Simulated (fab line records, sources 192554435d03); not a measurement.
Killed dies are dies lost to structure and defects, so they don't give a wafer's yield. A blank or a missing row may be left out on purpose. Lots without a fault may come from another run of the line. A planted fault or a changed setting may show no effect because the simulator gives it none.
Chamber matching | flow n5_finfet | N5_MIM_BOT_LITHO_DESCUM_10 on rie_diel-04: 4 sister chambers
The step chemistry O2, time 7.9 s. 14 wafers are shown with their chamber, then 7 later ones without.

WAFERS WITH THEIR CHAMBER
wafer  | chamber | showerhead_plenum_p_Torr (Torr) | drypump_motor_current_A (A) | throttle_valve_pct (%)
L238.1 | 0       | 2.16                            | 6.6                         | 20.35
L238.4 | 0       | 2.16                            | 6.6                         | 20.34
L238.6 | 3       | 2.00                            | 6.1                         | 20.23
L240.3 | 2       | 2.03                            | 6.4                         | 20.22
L240.4 | 3       | 2.00                            | 6.1                         | 20.22
L240.5 | 0       | 2.16                            | 6.6                         | 20.32
L244.1 | 2       | 2.03                            | 6.4                         | 20.23
L244.5 | 3       | 1.99                            | 6.1                         | 20.24
L244.6 | 2       | 2.03                            | 6.4                         | 20.25
L245.1 | 0       | 2.16                            | 6.6                         | 20.05
L245.2 | 2       | 2.02                            | 6.3                         | 20.27
L245.4 | 1       | 2.15                            | 6.1                         | 20.05
L253.1 | 2       | 2.02                            | 6.3                         | 20.29
L253.2 | 1       | 2.14                            | 6.1                         | 20.07

SIGNATURES (means of the wafers above)
reading                  | chamber 0 | chamber 1 | chamber 2 | chamber 3 | scatter within a chamber
showerhead_plenum_p_Torr | 2.1600    | 2.1450    | 2.0260    | 1.9967    | 0.00486
drypump_motor_current_A  | 6.600     | 6.100     | 6.360     | 6.100     | 0.0346
throttle_valve_pct       | 20.2650   | 20.0600   | 20.2520   | 20.2300   | 0.0811
Rule: a wafer's distance from a chamber is the root of the sum, over the readings, of the square of ((its reading less the chamber's mean) divided by the reading's scatter). The wafer belongs to the nearest chamber; if the next one is less than 2 further off, it can't be placed. The scatter: the root of (the sum of the squares of (reading less its chamber's mean) over the shown wafers, divided by (wafers less chambers)).

WAFERS WITHOUT THEIR CHAMBER
wafer  | showerhead_plenum_p_Torr (Torr) | drypump_motor_current_A (A) | throttle_valve_pct (%)
L253.6 | 1.99                            | 6.1                         | 20.26
L256.1 | 2.14                            | 6.1                         | 20.08
L256.2 | 2.15                            | 6.6                         | 20.06
L256.3 | 2.02                            | 6.4                         | 20.27
L255.1 | 2.14                            | 6.1                         | 20.07
L255.4 | 1.99                            | 6.1                         | 20.27
L255.6 | 2.15                            | 6.7                         | 20.07

WHICH CHAMBER EACH WENT THROUGH
wafer  | from the rows above | in truth
L253.6 | 3                   | 3
L256.1 | 1                   | 1
L256.2 | 0                   | 0
L256.3 | 2                   | 2
L255.1 | 1                   | 1
L255.4 | 3                   | 3
L255.6 | 0                   | 0
Placed correctly: 7 of 7. Can't be placed from these rows: 0. Placed wrongly: 0.
